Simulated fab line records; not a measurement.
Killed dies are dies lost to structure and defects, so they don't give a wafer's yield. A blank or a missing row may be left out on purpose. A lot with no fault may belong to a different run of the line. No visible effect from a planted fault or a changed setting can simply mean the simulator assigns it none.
Tool commonality check + flow n5Finfet + 10 lots, 28 wafers sampled

## THE REASON FOR OPENING IT
3 of 10 lots carry a flag on the reading CJ_N at N5_BEOL_M4_RC_MEAS_101. Fault-free wafers read 4.32, with a standard deviation of 0.087.
Rule: a lot is flagged when every wafer of it that has a number lies more than 4 standard deviations from that mean, or none has a number. The other lots count as sound.

| lot  | measured     | on        | CJ_N, wafer by wafer | flag    |
|------|--------------|-----------|----------------------|---------|
| L458 | day 9 11:49  | prober-02 | 4.34 4.25 4.34       |         |
| L459 | day 9 13:56  | prober-02 | 4.19 4.36 4.26       |         |
| L461 | day 10 03:13 | prober-01 | 4.39 4.16 4.36       |         |
| L464 | day 11 01:23 | prober-01 | 4.46 4.40 4.45       |         |
| L470 | day 11 22:16 | prober-02 | 4.29 4.39            |         |
| L468 | day 12 11:36 | prober-01 | 4.16 4.22            |         |
| L469 | day 12 17:02 | prober-02 | 4.19 4.22 4.15       |         |
| L474 | day 13 03:50 | prober-02 | 4.82 4.82 4.79       | FLAGGED |
| L478 | day 14 03:56 | prober-02 | 4.79 4.68 4.70       | FLAGGED |
| L476 | day 14 05:24 | prober-02 | 4.79 4.89 4.87       | FLAGGED |
Average over the flagged lots: 4.79; offset from the usual +0.47, equal to +5 standard deviations.

## EACH LOT AND THE TOOL IT RAN ON
The record holds 4 process steps before the reading, out of a route of 1938 steps. Cell contents, in order: the tool; ch with the chambers the sampled wafers went through; the start.
| lot  | flag    | N5_ZERO_LAYER_ETCH_17            | N5_WELL_APT_IMPLANT_32         | N5_PMOS_HMC_CHANNEL_EPI_CMP_21 | N5_FIN_SAQP_PECVD_06           |
|------|---------|----------------------------------|--------------------------------|--------------------------------|--------------------------------|
| L458 |         | rieDiel-01 ch 0,1,2, day 1 18:43 | implanter-02 ch 0, day 1 21:40 | cmp-03 ch 1,2, day 2 01:40     | pecvd-02 ch 1,2, day 2 03:12   |
| L459 |         | rieDiel-01 ch 1,3, day 2 00:52   | implanter-01 ch 0, day 2 03:13 | cmp-03 ch 0,3, day 2 07:47     | pecvd-04 ch 0,2, day 2 09:41   |
| L461 |         | rieDiel-04 ch 0,2,3, day 2 12:53 | implanter-01 ch 0, day 2 15:22 | cmp-04 ch 0,2,3, day 2 19:42   | pecvd-04 ch 0,2, day 2 21:25   |
| L464 |         | rieDiel-01 ch 1,2,3, day 3 06:54 | implanter-02 ch 0, day 3 09:46 | cmp-01 ch 1,2,3, day 3 13:43   | pecvd-04 ch 1,2, day 3 15:12   |
| L470 |         | rieDiel-01 ch 0,2, day 4 18:50   | implanter-01 ch 0, day 4 21:19 | cmp-04 ch 2,3, day 5 01:26     | pecvd-02 ch 1,2, day 5 03:48   |
| L468 |         | rieDiel-03 ch 0, day 4 06:43     | implanter-01 ch 0, day 4 09:10 | cmp-03 ch 1,2, day 4 15:42     | pecvd-02 ch 2, day 4 18:17     |
| L469 |         | rieDiel-03 ch 0,1,3, day 4 12:50 | implanter-02 ch 0, day 4 15:25 | cmp-01 ch 0,2,3, day 4 20:09   | pecvd-01 ch 0,1, day 4 22:08   |
| L474 | FLAGGED | rieDiel-04 ch 0,1,2, day 5 18:50 | implanter-01 ch 0, day 5 21:17 | cmp-03 ch 1,3, day 6 01:50     | pecvd-02 ch 0,1,2, day 6 03:44 |
| L478 | FLAGGED | rieDiel-03 ch 1,3, day 6 18:50   | implanter-01 ch 0, day 6 21:19 | cmp-04 ch 0,1,2, day 7 01:05   | pecvd-04 ch 0,2, day 7 02:37   |
| L476 | FLAGGED | rieDiel-01 ch 0,1,3, day 6 06:44 | implanter-01 ch 0, day 6 09:14 | cmp-03 ch 1,2,3, day 6 13:23   | pecvd-04 ch 0,1, day 6 15:23   |
What these steps do:
- N5_ZERO_LAYER_ETCH_17: etches SiO2 in CF4, target depth 12 nm, time 13.3 s.
- N5_WELL_APT_IMPLANT_32
- N5_PMOS_HMC_CHANNEL_EPI_CMP_21: polishes SiGe30, target thk 54 nm.
- N5_FIN_SAQP_PECVD_06: deposits a-Si from SiH4/He, target thk 60 nm, time 48.1 s.
- N5_BEOL_M4_RC_MEAS_101

## FLAGGED AGAINST TOTAL, ONE TOOL AT A TIME (gauges that did the reading follow at the end)
| step                           | tool         | lots run | flagged | share of the flagged lots | sound lots run after its first flagged lot |
|--------------------------------|--------------|----------|---------|---------------------------|--------------------------------------------|
| N5_ZERO_LAYER_ETCH_17          | rieDiel-01   | 5        | 1       | some                      | 0                                          |
| N5_ZERO_LAYER_ETCH_17          | rieDiel-03   | 3        | 1       | some                      | 0                                          |
| N5_ZERO_LAYER_ETCH_17          | rieDiel-04   | 2        | 1       | some                      | 0                                          |
| N5_WELL_APT_IMPLANT_32         | implanter-01 | 7        | 3       | all                       | 0                                          |
| N5_WELL_APT_IMPLANT_32         | implanter-02 | 3        | 0       | none                      | -                                          |
| N5_PMOS_HMC_CHANNEL_EPI_CMP_21 | cmp-01       | 2        | 0       | none                      | -                                          |
| N5_PMOS_HMC_CHANNEL_EPI_CMP_21 | cmp-03       | 5        | 2       | some                      | 0                                          |
| N5_PMOS_HMC_CHANNEL_EPI_CMP_21 | cmp-04       | 3        | 1       | some                      | 0                                          |
| N5_FIN_SAQP_PECVD_06           | pecvd-01     | 1        | 0       | none                      | -                                          |
| N5_FIN_SAQP_PECVD_06           | pecvd-02     | 4        | 1       | some                      | 0                                          |
| N5_FIN_SAQP_PECVD_06           | pecvd-04     | 5        | 2       | some                      | 0                                          |
| N5_BEOL_M4_RC_MEAS_101         | prober-01    | 3        | 0       | none                      | -                                          |
| N5_BEOL_M4_RC_MEAS_101         | prober-02    | 7        | 3       | all                       | 0                                          |

## WHAT IS ALLOWED BY THE TABLE
In 2 table rows, all flagged lots were run: implanter-01 (N5_WELL_APT_IMPLANT_32), prober-02 (N5_BEOL_M4_RC_MEAS_101).
- implanter-01 at N5_WELL_APT_IMPLANT_32 ran 7 lots, 3 of them flagged. A fault beginning between L470 (day 4 21:19), its last sound lot, and L474 (day 5 21:17), its first flagged one, fits the data. Its own readings lie more than 4 standard deviations out on every wafer of the flagged lots: doseIonsCm2, faradayCurrentUA.
- prober-02 at N5_BEOL_M4_RC_MEAS_101 ran 7 lots, 3 of them flagged. A fault beginning between L469 (day 12 17:02), its last sound lot, and L474 (day 13 03:50), its first flagged one, fits the data.
Counting lots can't tell these 2 tools apart, because each fits a fault that began at some hour. More lots, or a look at what each step does to the wafer, might.

## WHAT HAD BEEN PUT IN BY THE SIMULATOR
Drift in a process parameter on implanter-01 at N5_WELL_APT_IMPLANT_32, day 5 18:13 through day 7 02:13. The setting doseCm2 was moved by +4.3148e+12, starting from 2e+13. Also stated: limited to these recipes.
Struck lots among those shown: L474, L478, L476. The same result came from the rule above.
